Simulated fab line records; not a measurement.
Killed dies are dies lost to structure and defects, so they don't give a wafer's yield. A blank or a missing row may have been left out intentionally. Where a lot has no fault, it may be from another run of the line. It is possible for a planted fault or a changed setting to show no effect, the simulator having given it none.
What tool caused it? + flow nand-harc + 24 lots with 72 wafers sampled at 2 steps, on a route of 1302 steps

== WHAT EACH GAUGE READ, for each wafer ==
NHARC_A_CONTACT_CD_MEAS_69 targets a cd of 300 nm. Usual: cd-nm reads 299.9 nm (standard deviation 0.6).
| lot  | measured     | on        | cd-nm (nm)        | flag |
|------|--------------|-----------|-------------------|------|
| L074 | day 21 23:02 | cd-sem-03 | 300.5 300.3 300.0 |      |
| L075 | day 22 14:40 | cd-sem-01 | 299.8 299.2 299.8 |      |
| L077 | day 23 03:20 | cd-sem-03 | 299.9 300.3 300.5 |      |
| L079 | day 23 03:44 | cd-sem-01 | 300.5 300.3 300.1 |      |
| L078 | day 23 10:30 | cd-sem-01 | 298.6 299.6 299.3 |      |
| L076 | day 23 11:02 | cd-sem-02 | 300.3 301.0 300.4 |      |
| L080 | day 24 12:34 | cd-sem-02 | 298.7 298.8 299.0 |      |
| L081 | day 24 20:22 | cd-sem-03 | 298.4 299.5 299.9 |      |
| L082 | day 24 23:35 | cd-sem-03 | 299.4 299.7 300.1 |      |
| L085 | day 26 09:58 | cd-sem-02 | 299.9 299.5 299.5 |      |
| L084 | day 26 20:00 | cd-sem-03 | 300.6 300.2 300.1 |      |
| L086 | day 26 23:08 | cd-sem-01 | 301.6 301.3 301.0 |      |
| L083 | day 27 07:49 | cd-sem-03 | 300.6 300.7 300.2 |      |
| L087 | day 27 15:28 | cd-sem-02 | 300.0 300.6 300.3 |      |
| L089 | day 27 21:21 | cd-sem-02 | 299.4 299.2 299.8 |      |
| L088 | day 27 22:22 | cd-sem-01 | 299.4 300.3 299.2 |      |
| L090 | day 28 15:09 | cd-sem-02 | 300.0 300.7 300.5 |      |
| L091 | day 29 04:51 | cd-sem-03 | 299.5 300.5 299.9 |      |
| L092 | day 29 07:22 | cd-sem-01 | 299.2 299.6 299.3 |      |
| L093 | day 30 00:06 | cd-sem-02 | 300.9 299.3 299.9 |      |
| L094 | day 30 08:34 | cd-sem-01 | 299.6 300.6 300.1 |      |
| L095 | day 30 12:42 | cd-sem-02 | 300.4 300.8 299.4 |      |
| L096 | day 30 19:36 | cd-sem-01 | 300.8 300.7 300.4 |      |
| L097 | day 32 01:22 | cd-sem-01 | 300.1 299.6 299.6 |      |

NHARC_A_CONTACT_OVL_MEAS_70. Usual: overlay-x-nm 0.0 nm, standard deviation 0.85; overlay-y-nm 0.1 nm, standard deviation 1.
| lot  | measured     | on         | overlay-x-nm (nm) | overlay-y-nm (nm) | flag |
|------|--------------|------------|-------------------|-------------------|------|
| L074 | day 21 23:07 | overlay-01 | 0.5 0.8 0.6       | 1.1 1.1 1.0       |      |
| L075 | day 22 14:46 | overlay-02 | 0.8 0.4 0.1       | 0.8 0.9 1.1       |      |
| L077 | day 23 03:25 | overlay-01 | -0.3 -0.1 -0.4    | -0.7 -0.2 -0.7    |      |
| L079 | day 23 03:50 | overlay-02 | 0.3 0.1 0.5       | 1.1 1.5 1.0       |      |
| L078 | day 23 10:35 | overlay-02 | 0.3 1.0 0.6       | -1.8 -1.7 -1.6    |      |
| L076 | day 23 11:07 | overlay-02 | -1.4 -1.1 -0.7    | 0.1 0.2 0.2       |      |
| L080 | day 24 12:40 | overlay-02 | -0.5 -0.5 0.1     | -1.6 -1.7 -1.9    |      |
| L081 | day 24 20:28 | overlay-02 | 0.5 0.6 1.0       | 0.6 0.7 0.2       |      |
| L082 | day 24 23:41 | overlay-01 | -0.8 -1.3 -0.8    | 0.8 0.8 1.0       |      |
| L085 | day 26 10:03 | overlay-01 | 1.0 1.5 0.9       | 0.6 1.5 1.6       |      |
| L084 | day 26 20:05 | overlay-01 | 1.4 1.3 1.2       | 0.5 0.0 0.8       |      |
| L086 | day 26 23:13 | overlay-01 | -1.2 -1.5 -1.1    | 1.0 1.1 0.8       |      |
| L083 | day 27 07:54 | overlay-02 | 0.6 0.5 1.2       | 0.1 0.6 0.3       |      |
| L087 | day 27 15:33 | overlay-02 | -0.5 0.3 0.0      | -0.8 -0.2 -0.7    |      |
| L089 | day 27 21:26 | overlay-01 | -0.7 -0.2 -0.8    | 0.6 0.9 0.8       |      |
| L088 | day 27 22:27 | overlay-01 | 1.5 1.1 1.1       | -0.9 0.2 -0.1     |      |
| L090 | day 28 15:14 | overlay-02 | 0.7 0.8 0.2       | -0.1 0.6 0.6      |      |
| L091 | day 29 04:56 | overlay-02 | 0.0 -0.4 0.1      | 1.0 0.3 1.8       |      |
| L092 | day 29 07:27 | overlay-01 | -0.7 -0.8 -0.6    | -2.9 -2.8 -2.4    |      |
| L093 | day 30 00:11 | overlay-02 | -0.5 -0.5 -0.2    | -0.3 -0.5 -0.1    |      |
| L094 | day 30 08:38 | overlay-02 | -1.6 -1.8 -1.7    | -0.9 -0.5 -0.2    |      |
| L095 | day 30 12:47 | overlay-01 | -0.3 -0.5 0.3     | 0.7 0.9 1.2       |      |
| L096 | day 30 19:41 | overlay-01 | 0.2 0.0 0.5       | 0.5 0.8 0.7       |      |
| L097 | day 32 01:28 | overlay-01 | 1.0 1.5 0.3       | -0.2 -0.1 -0.7    |      |

== EACH LOT AND THE TOOL THAT RAN IT (in order: tool; ch and the chambers of the sampled wafers; start) ==
The record holds no process step before these readings.

== AS READ BY THE TOOLS THEMSELVES (means over the sampled wafers that have a number; for cases with no such wafer, the mark the record gives instead) ==
The record holds no such reading with a usual standard deviation.

== THE ANSWER, worked out from the rows above alone ==
Rule: take the mean of a lot's wafers that have a number; if it is more than 3 standard deviations from the usual mean, the lot is off. Also off: a lot with no number at a reading for which 4 or more lots have one. Where the step has rows for the other lots, those lots are counted as sound. First the gauges in route order, then the tools' own readings, where a lot's mean is used as printed above. The first step at which some lot is off is used, and at that step the reading that is off furthest; a lot without a number counts as furthest.
Across all readings shown, no lot is off: no conclusion can be drawn from this.

== WHAT THE SIMULATOR HAD INSERTED ==
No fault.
